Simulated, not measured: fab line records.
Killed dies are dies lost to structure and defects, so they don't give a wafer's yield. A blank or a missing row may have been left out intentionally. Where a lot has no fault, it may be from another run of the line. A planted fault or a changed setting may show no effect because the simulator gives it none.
The tool behind it: which one? | flow n5-finfet | 7 lots, 20 wafers sampled, at 4 steps of a route of 1938

== WHAT THE GAUGES READ, wafer by wafer ==
N5_SD_EPI_N_CD_MEAS_09: the cd target is 120 nm.
lot  | measured    | on        | cd-nm (nm)
L446 | day 3 11:19 | cd-sem-01 | 120.5 121.1 121.8
L450 | day 4 09:07 | cd-sem-01 | 119.7 120.2 120.0
L453 | day 5 00:43 | cd-sem-03 | 121.7 120.7 120.5
L455 | day 5 16:11 | cd-sem-02 | 120.2 119.8 120.7
L457 | day 6 02:55 | cd-sem-03 | 119.9 120.8 119.5
L459 | day 6 13:19 | cd-sem-01 | 119.1 119.7 119.6
L466 | day 8 07:14 | cd-sem-01 | 120.1 116.6

== WHAT TOOL EACH LOT RAN ON (gives the tool, then ch and the chambers of the sampled wafers, and finally the start) ==
lot  | N5_DUMMY_GATE_ETCH_37             | N5_DUMMY_GATE_ETCH_42             | N5_SD_EPI_N_PEB_07
L446 | rie-diel-01 ch 0,3, day 3 08:38   | rie-diel-02 ch 0,1, day 3 09:57   | litho-track-03 ch 0, day 3 11:15
L450 | rie-diel-01 ch 0,1, day 4 06:07   | rie-diel-04 ch 0,2,3, day 4 06:53 | litho-track-05 ch 0, day 4 09:02
L453 | rie-diel-04 ch 0,1, day 4 22:41   | rie-diel-02 ch 0,3, day 4 23:28   | litho-track-03 ch 0, day 5 00:38
L455 | rie-diel-02 ch 1,2,3, day 5 14:11 | rie-diel-01 ch 0,1,2, day 5 14:57 | litho-track-03 ch 0, day 5 16:07
L457 | rie-diel-02 ch 1,2,3, day 6 00:41 | rie-diel-01 ch 0,1,3, day 6 01:36 | litho-track-03 ch 0, day 6 02:52
L459 | rie-diel-02 ch 0,2,3, day 6 11:09 | rie-diel-01 ch 0,1, day 6 11:56   | litho-track-01 ch 0, day 6 13:15
L466 | rie-diel-02 ch 2,3, day 8 05:10   | rie-diel-01 ch 0,3, day 8 06:07   | litho-track-05 ch 0, day 8 07:10
- N5_DUMMY_GATE_ETCH_37: etches SOC in N2/H2, target depth 60 nm, overetch 30 nm.
- N5_DUMMY_GATE_ETCH_42: etches SiO2 in CHF3/O2, target depth 3.5 nm, time 31 s.
- N5_SD_EPI_N_PEB_07: peb time 60 s.

== THE ANSWER, worked out from the rows above alone ==
Rule: what is usual is taken from the lots themselves. Put in order of their means at a reading, lots are off if they are a third of the lots or fewer, leave a main group of 4 or more, and stand apart from it by a gap of 3 or more times the standard deviation of the main group's means; of several such gaps the widest counts. The tables above print the reading to a certain number of digits; a main group whose means all agree to those digits is not used. A lot without any number at a reading at which 4 lots or more have one is off too. Any other lot the step has rows for is counted as sound.
No lot is off on any of the readings shown, so nothing can be concluded from this.

== WHAT THE SIMULATOR HAD INSERTED ==
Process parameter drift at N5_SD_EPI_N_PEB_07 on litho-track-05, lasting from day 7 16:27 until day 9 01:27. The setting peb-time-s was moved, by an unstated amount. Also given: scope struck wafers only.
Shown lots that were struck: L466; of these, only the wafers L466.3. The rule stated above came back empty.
